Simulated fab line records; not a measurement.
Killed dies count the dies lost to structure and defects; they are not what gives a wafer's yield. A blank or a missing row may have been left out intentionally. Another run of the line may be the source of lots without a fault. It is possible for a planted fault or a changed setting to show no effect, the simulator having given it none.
Chamber matching | flow nand-harc | ald-metal-01 running NHARC_A_WL_FILL_ALD_02: 4 sister chambers
The step deposits TiN, target thk 2 nm, pulse time 3 s, ald cycles 100. 8 wafers are shown with their chamber, then 8 later ones without.

EACH WAFER AND ITS CHAMBER
wafer  | chamber | heater-power-w (W) | precursor-pulse-height-rel
L080.1 | 1       | 1051               | 1.025
L085.1 | 3       | 1005               | 0.982
L085.2 | 0       | 1223               | 0.973
L085.3 | 1       | 1080               | 1.013
L083.2 | 2       | 978                | 0.975
L083.3 | 0       | 1240               | 0.990
L083.5 | 3       | 1033               | 0.978
L090.2 | 2       | 956                | 0.992

WAFERS WITH NO CHAMBER GIVEN
wafer  | heater-power-w (W) | precursor-pulse-height-rel
L090.3 | 1085               | 1.024
L090.6 | 1012               | 0.988
L092.3 | 1205               | 1.013
L092.5 | 1041               | 0.998
L092.6 | 1228               | 0.970
L097.1 | 958                | 0.952
L097.5 | 937                | 1.021
L097.6 | 1063               | 0.999

WHICH CHAMBER EACH ONE RAN IN
wafer  | from the rows above     | in truth
L090.3 | 1                       | 1
L090.6 | can't be placed: 3 or 2 | 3
L092.3 | 0                       | 0
L092.5 | can't be placed: 3 or 1 | 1
L092.6 | 0                       | 0
L097.1 | can't be placed: 2 or 3 | 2
L097.5 | 2                       | 2
L097.6 | can't be placed: 1 or 3 | 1
Correct placement for 4 of the 8. Unplaceable from these rows: 4, with the true chamber sitting among the candidates in 4. Number placed wrongly: 0.
How it was worked out, from the rows above alone: a wafer's distance from a chamber is the root of the sum, over the readings, of the square of ((its reading less the chamber's mean) divided by the reading's scatter). The wafer belongs to the nearest chamber; if the next one is less than 2 further off, it can't be placed. Each chamber's mean is taken over the wafers shown for it. The scatter: the root of (the sum of the squares of (reading less its chamber's mean) over the shown wafers, divided by (wafers less chambers)).
